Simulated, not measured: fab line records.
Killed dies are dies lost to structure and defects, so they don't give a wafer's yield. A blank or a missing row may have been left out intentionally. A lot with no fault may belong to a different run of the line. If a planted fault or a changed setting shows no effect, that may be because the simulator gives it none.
fab line records	flow nandHarc
[record] lots = 13	wafers = 39	lastDay = 24
route steps=1159 shown P_M1@307 A_M1@1051 A_BONDPAD@1060 END@1159
lots untouched by any fault: they come from a run of this same line in which no faults occurred
startH: the number of hours between the record's first day and the start of the first shown wafer of the lot	waitH: time in hours since the lot's previous step	" same as the row above	L1.1+2: one row covering several wafers at once	- no value, or no start given	* or withheld: withheld	< > ~ a bound
route shown NAME@n: a module of which the file shows steps, and the number in the route of the first	usual: mean/standard deviation of fault-free wafers	same: alike in all rows	chamber/n: place in a boat	sites: the reading at each site	_std_site: the values' standard deviation	_edge_site: mean of outer sites minus mean of inner sites	radiusMm: how far each site lies from the wafer's centre	mask NAME#n: copy n	behind: tool/chamber where the wafer was last shaped	hold: what put the lot on hold/how long, in hours/how the hold closed	device: the n, p or np transistor that did not switch	end of line: the route-end tests of the same wafers	step lacking rows: just its recipe	killed: dies that structure and defects cost at the first sort, which is not the same as the wafer's yield	map: per-die view of a wafer (x killed, . not killed, _ where there is no die)
set.NAME: the run value of the setting; set.NAME@STEP: its run value at that earlier step	model.NAME: the simulator's own value behind a step, which no gauge read
a sample of lots followed through the steps of the route, with each step as a table and each wafer as a row
services: when a tool's chamber went out of use (startH, in hours from the record's first day, below 0 if earlier), for how many hours, and the reason
[[steps]]
[step NHARC_P_M1_PVD_20]
[recipe] targetThkA = 50	biasV = 168.6	powerW = 15000	chamberPressurePa = 0.12	timeS = 8.06	substrateTempC = 50	material = TaN
[usual] throttleValvePct = 29.9/1.2
lot.wafer	tool	chamber	startH	waitH	throttleValvePct
L317.4	pvdSputter-03	-	130.29	-	31.2
L317.1	"	-	"	"	29.1
L317.6	"	-	"	"	31.6
L318.2	pvdSputter-02	-	130.99	-	29.3
L318.5	"	-	"	"	29.4
L318.6	"	-	"	"	32.3
L319.3	pvdSputter-01	-	131.67	-	29.0
L319.4	"	-	"	"	31.0
L319.6	"	-	"	"	30.3
L320.3	pvdSputter-01	-	141.75	-	31.1
L320.2	"	-	"	"	30.2
L320.6	"	-	"	"	30.7
L321.2	pvdSputter-03	-	142.52	-	31.1
L321.3	"	-	"	"	29.2
L321.6	"	-	"	"	31.2
L324.3	pvdSputter-03	-	168.98	-	30.2
L324.2	"	-	"	"	29.2
L324.5	"	-	"	"	29.2
L327.4	pvdSputter-01	-	194.97	-	29.7
L327.3	"	-	"	"	27.4
L327.1	"	-	"	"	30.7
L326.3	pvdSputter-03	-	200.23	-	31.4
L326.2	"	-	"	"	30.1
L326.5	"	-	"	"	28.8
L328.3	pvdSputter-03	-	202.53	-	29.1
L328.5	"	-	"	"	29.5
L328.6	"	-	"	"	31.5
L333.1	pvdSputter-01	-	223.00	-	27.0
L333.4	"	-	"	"	30.4
L333.3	"	-	"	"	30.5
L335.4	pvdSputter-02	-	225.79	-	29.8
L335.3	"	-	"	"	32.6
L335.5	"	-	"	"	30.9
L337.2	pvdSputter-02	-	249.74	-	32.4
L337.3	"	-	"	"	30.6
L337.5	"	-	"	"	29.7
L336.1	pvdSputter-01	-	250.56	-	27.0
L336.4	"	-	"	"	29.8
L336.5	"	-	"	"	27.0
[step NHARC_A_M1_ANNEAL_31]
[recipe] tempC = 225	timeS = 90
[usual] wafer_temp_C_max = 226.08/0.25
lot.wafer	tool	chamber	startH	waitH	wafer_temp_C_max
L318.2	rtpAnneal-02	0	408.23	0.4	226.29
L318.5	"	0	"	"	226.16
L318.6	"	0	"	"	226.04
L317.1	rtpAnneal-01	0	414.67	0.5	226.47
L317.4	"	0	"	"	226.32
L317.6	"	0	"	"	225.69
L321.2	rtpAnneal-01	0	415.04	0.5	226.14
L321.3	"	0	"	"	226.43
L321.6	"	0	"	"	226.16
L319.3	rtpAnneal-01	0	430.76	0.3	226.09
L319.4	"	0	"	"	225.93
L319.6	"	0	"	"	225.90
L320.2	rtpAnneal-02	0	444.29	0.4	226.12
L320.3	"	0	"	"	226.37
L320.6	"	0	"	"	225.98
L324.2	rtpAnneal-02	0	450.14	0.4	226.00
L324.3	"	0	"	"	225.64
L324.5	"	0	"	"	226.35
L326.2	rtpAnneal-01	0	475.23	-	225.82
L326.3	"	0	"	"	225.84
L326.5	"	0	"	"	225.70
L328.3	rtpAnneal-02	0	478.34	0.3	226.10
L328.5	"	0	"	"	226.36
L328.6	"	0	"	"	226.23
L327.1	rtpAnneal-01	0	481.04	-	226.15
L327.3	"	0	"	"	225.96
L327.4	"	0	"	"	226.20
L335.3	rtpAnneal-02	0	503.62	-	225.96
L335.4	"	0	"	"	226.16
L335.5	"	0	"	"	225.93
L333.1	rtpAnneal-02	0	503.84	0.3	226.04
L333.3	"	0	"	"	225.58
L333.4	"	0	"	"	226.30
L337.2	rtpAnneal-01	0	517.30	-	226.36
L337.3	"	0	"	"	226.26
L337.5	"	0	"	"	226.63
L336.1	rtpAnneal-02	0	531.65	0.3	226.39
L336.4	"	0	"	"	225.69
L336.5	"	0	"	"	225.73
[step NHARC_A_BONDPAD_CMP_29]
[recipe] targetThkNm = 200	material = SiCN
[usual] motorCurrentA = 11.7/1.2
lot.wafer	tool	chamber	startH	waitH	motorCurrentA
L318.2	cmp-03	2	410.10	-	11.4
L318.6	"	2	"	"	11.3
L318.5	"	3	"	"	12.6
L317.4	cmp-01	3	417.41	0.3	10.0
L317.1	"	1	"	"	12.5
L317.6	"	2	"	"	13.8
L321.2	cmp-02	1	417.42	-	11.4
L321.3	"	3	"	"	11.3
L321.6	"	1	"	"	11.1
L319.3	cmp-03	0	432.64	-	10.8
L319.4	"	1	"	"	11.6
L319.6	"	3	"	"	12.2
L320.3	cmp-03	2	446.21	-	11.9
L320.2	"	0	"	"	10.9
L320.6	"	3	"	"	12.4
L324.3	cmp-01	0	452.06	-	13.9
L324.2	"	1	"	"	11.9
L324.5	"	0	"	"	13.7
L326.3	cmp-02	0	477.22	-	11.5
L326.2	"	1	"	"	10.8
L326.5	"	0	"	"	11.5
L328.3	cmp-01	0	480.21	-	14.0
L328.6	"	3	"	"	9.7
L328.5	"	0	"	"	13.6
L327.3	cmp-02	1	483.11	0.3	10.9
L327.4	"	3	"	"	11.4
L327.1	"	0	"	"	10.8
L335.4	cmp-02	2	505.56	-	10.9
L335.3	"	3	"	"	11.4
L335.5	"	1	"	"	11.5
L333.4	cmp-03	3	505.81	-	12.3
L333.1	"	0	"	"	10.3
L333.3	"	1	"	"	11.1
L337.2	cmp-02	3	519.31	-	11.4
L337.3	"	0	"	"	11.4
L337.5	"	1	"	"	10.7
L336.1	cmp-03	1	533.57	-	11.2
L336.4	"	0	"	"	10.8
L336.5	"	2	"	"	10.9
[step NHARC_A_BONDPAD_ANNEAL_28]
[recipe] tempC = 225	timeS = 90
[usual] wafer_temp_C_max = 226.12/0.26
lot.wafer	tool	chamber	startH	waitH	wafer_temp_C_max
L318.2	rtpAnneal-02	0	413.33	-	225.98
L318.5	"	0	"	"	226.23
L318.6	"	0	"	"	226.08
L317.1	rtpAnneal-01	0	420.10	-	226.33
L317.4	"	0	"	"	226.16
L317.6	"	0	"	"	226.15
L321.2	rtpAnneal-02	0	420.27	0.3	226.16
L321.3	"	0	"	"	226.00
L321.6	"	0	"	"	226.27
L319.3	rtpAnneal-01	0	435.29	-	226.69
L319.4	"	0	"	"	226.27
L319.6	"	0	"	"	226.24
L320.2	rtpAnneal-01	0	449.00	-	226.50
L320.3	"	0	"	"	226.18
L320.6	"	0	"	"	226.12
L324.2	rtpAnneal-01	0	455.24	-	225.59
L324.3	"	0	"	"	226.16
L324.5	"	0	"	"	226.30
L326.2	rtpAnneal-02	0	480.00	0.4	226.19
L326.3	"	0	"	"	225.91
L326.5	"	0	"	"	225.84
L328.3	rtpAnneal-02	0	483.06	0.3	225.87
L328.5	"	0	"	"	225.81
L328.6	"	0	"	"	225.48
L327.1	rtpAnneal-01	0	486.38	0.3	226.13
L327.3	"	0	"	"	226.00
L327.4	"	0	"	"	226.30
L335.3	rtpAnneal-02	0	508.66	0.3	226.20
L335.4	"	0	"	"	226.26
L335.5	"	0	"	"	225.82
L333.1	rtpAnneal-02	0	508.86	-	226.08
L333.3	"	0	"	"	226.13
L333.4	"	0	"	"	226.08
L337.2	rtpAnneal-01	0	522.02	0.4	226.28
L337.3	"	0	"	"	226.67
L337.5	"	0	"	"	226.25
L336.1	rtpAnneal-02	0	536.29	-	226.30
L336.4	"	0	"	"	226.10
L336.5	"	0	"	"	225.95
[step NHARC_END_SORT_01]
[recipe] tempC = 25
[usual] defectLimitedYield = 95.2/1.6	killedAtArray = 29/11	killedAtOther = 0.5/0.89	killedAtPeriphery = 3.3/2	killedDies = 32/11	killedOpen = 3.1/1.9	killedShort = 2.3/1.6	sort_bin_2_pct = 1.5/0.71	sort_bin_3_pct = 0.30/0.22	sort_bin_4_pct = 3.0/1.1	sortNPass = 645/11	sortRimYieldPct = 97.3/1.8	sortYieldPct = 95.2/1.6
[same] grossDies = 677	sort_bin_5_pct[%] = 0	sort_bin_6_pct[%] = 0	sort_bin_7_pct[%] = 0	sort_bin_8_pct[%] = 0	sortRimNGross = 106.00
lot.wafer	tool	chamber	startH	waitH	defectLimitedYield[%]	killedAtArray	killedAtOther	killedAtPeriphery	killedDies	killedOpen	killedShort	sort_bin_2_pct[%]	sort_bin_3_pct[%]	sort_bin_4_pct[%]	sortNPass	sortRimYieldPct[%]	sortYieldPct[%]
L324.3	prober-02	0	487.82	3.1	95.3	29	2	1	32	2	2	1.6	0.30	2.8	645	99.1	95.3
L324.5	prober-02	0	489.42	3.7	94.7	34	0	2	36	4	2	1.6	0.15	3.5	641	95.3	94.7
L326.2	prober-02	0	511.87	2.8	95.6	30	0	0	30	0	0	1.8	0.44	2.2	647	99.1	95.6
L326.3	prober-02	0	512.67	3.1	95.7	29	0	0	29	2	4	1.6	0.15	2.5	648	97.2	95.7
L326.5	prober-02	0	514.26	3.7	88.5	30	0	48	78	5	3	4.4	2.22	4.9	599	86.8	88.5
L328.3	prober-01	0	512.68	3.1	90.4	17	0	48	65	3	1	4.0	2.07	3.5	612	84.0	90.4
L328.5	prober-01	0	514.28	3.7	96.9	17	1	3	21	5	2	1.3	0.15	1.6	656	99.1	96.9
L328.6	prober-01	0	515.08	4.0	96.3	22	1	2	25	2	6	0.6	0	3.1	652	96.2	96.3
// killed by level:class
L324.3 A_CHANNEL_HOLE_D1:chamberFilmFlake=18 A_WL_FILL:chamberFilmFlake=3 A_CONTACT:chamberFilmFlake=3 A_WL_FILL:geometricParticle:short=2 A_STAIRCASE:chamberFilmFlake=2 THIN_TSV:chamberFilmFlake=2 P_M0:geometricParticle:open=1 A_CONTACT:geometricParticle:open=1
L324.5 A_CHANNEL_HOLE_D1:chamberFilmFlake=24 A_CONTACT:chamberFilmFlake=3 A_CONTACT:geometricParticle:open=2 A_WL_FILL:chamberFilmFlake=2 P_STI:geometricParticle:open=1 P_M2:geometricParticle:open=1 A_ONON_D1:geometricParticle:short=1 A_WL_FILL:geometricParticle:short=1
L326.2 A_CHANNEL_HOLE_D1:chamberFilmFlake=21 A_CONTACT:chamberFilmFlake=4 A_STAIRCASE:chamberFilmFlake=2 A_WL_FILL:chamberFilmFlake=2 A_BONDPAD:chamberFilmFlake=1
L326.3 A_CHANNEL_HOLE_D1:chamberFilmFlake=19 A_ONON_D1:geometricParticle:short=1 A_CHANNEL_HOLE_D1:geometricParticle:short=1 A_CHANNEL_FILL_D1:geometricParticle:short=1 A_WL_FILL:geometricParticle:short=1 A_WL_FILL:geometricParticle:open=1 A_M0:geometricParticle:open=1 A_M0:chamberFilmFlake=1
L328.3 P_M1:unspecified=48 A_CONTACT:chamberFilmFlake=5 A_CHANNEL_FILL_D1:chamberFilmFlake=4 A_CHANNEL_HOLE_D1:chamberFilmFlake=3 A_CHANNEL_FILL_D1:geometricParticle:short=1 A_CHANNEL_FILL_D1:geometricParticle:open=1 A_CONTACT:geometricParticle:open=1 A_BLC:geometricParticle:open=1
L326.5 P_M1:unspecified=45 A_CHANNEL_HOLE_D1:chamberFilmFlake=19 A_WL_FILL:chamberFilmFlake=3 A_BLC:geometricParticle:open=2 A_CONTACT:chamberFilmFlake=2 P_GATE:geometricParticle:open=1 P_M0:geometricParticle:open=1 A_ONON_D1:geometricParticle:open=1
L328.5 A_CHANNEL_HOLE_D1:chamberFilmFlake=5 A_CONTACT:chamberFilmFlake=4 A_M0:geometricParticle:open=3 P_ZERO_WELL:chamberFilmFlake=3 A_CHANNEL_HOLE_D1:geometricParticle:open=1 A_STAIRCASE:geometricParticle:short=1 A_CONTACT:geometricParticle:open=1 STARTING-WAFER:geometricParticle:short=1
L328.6 A_CHANNEL_HOLE_D1:chamberFilmFlake=7 A_CONTACT:chamberFilmFlake=6 A_CHANNEL_FILL_D1:chamberFilmFlake=3 P_STI:geometricParticle:short=1 P_M0:geometricParticle:open=1 A_CHANNEL_HOLE_D1:geometricParticle:short=1 A_STAIRCASE:geometricParticle:short=1 A_SGD_CUT:geometricParticle:short=1
[[services]]
tool	chamber	startH	hours	kind
cmp-03	-	120.14	1.7	repair
cmp-03	-	123.03	2.0	repair
cmp-03	-	126.11	3.4	repair
cmp-02	-	128.64	4.0	pm
cmp-03	-	157.70	4.0	pm
pvdSputter-01	-	158.00	10.0	pm
cmp-03	-	175.02	2.9	repair
cmp-03	-	189.99	1.3	repair
cmp-02	-	214.48	1.7	repair
cmp-02	-	226.64	4.0	pm
cmp-02	-	235.21	1.2	repair
cmp-03	-	235.58	1.7	repair
cmp-03	-	252.89	1.4	repair
cmp-03	-	255.70	4.0	pm
pvdSputter-03	-	269.03	2.0	repair
cmp-03	-	277.72	1.4	repair
pvdSputter-03	-	280.15	10.0	pm
rtpAnneal-02	-	300.00	12.0	pm
pvdSputter-01	-	320.75	6.0	repair
cmp-02	-	324.64	4.0	pm
cmp-03	-	326.63	0.9	repair
pvdSputter-01	-	336.00	10.0	pm
cmp-03	-	353.70	4.0	pm
cmp-02	-	422.73	4.0	pm
[[key]]
[firstSign] step = NHARC_END_SORT_01	reading = killedAtPeriphery	direction = up	sigmas = 22	usual = 3.3	struck = 48
[effect] step = NHARC_END_SORT_01	reading = defectLimitedYield	direction = down	sigmas = 3.5	usual = 95.2	struck = 89.4
[moreKillsBornAt] NHARC_P_M1_PVD_20@pvdSputter-03 = 93
metAt NHARC_P_M1_PVD_20
struckLots L326,L328
struckWafers L326.5,L328.3
notActingAt NHARC_A_M1_ANNEAL_31,NHARC_A_BONDPAD_CMP_29,NHARC_A_BONDPAD_ANNEAL_28
onsetBetween 168.98 200.23
[fault] kind = chamberParticleSource	tool = pvdSputter-03	chamber = -	onsetH = 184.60	steps = NHARC_P_M1_PVD_20	ratePerVisitCm2 = 0.44875	endH = 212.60	scope = struckWafersOnly
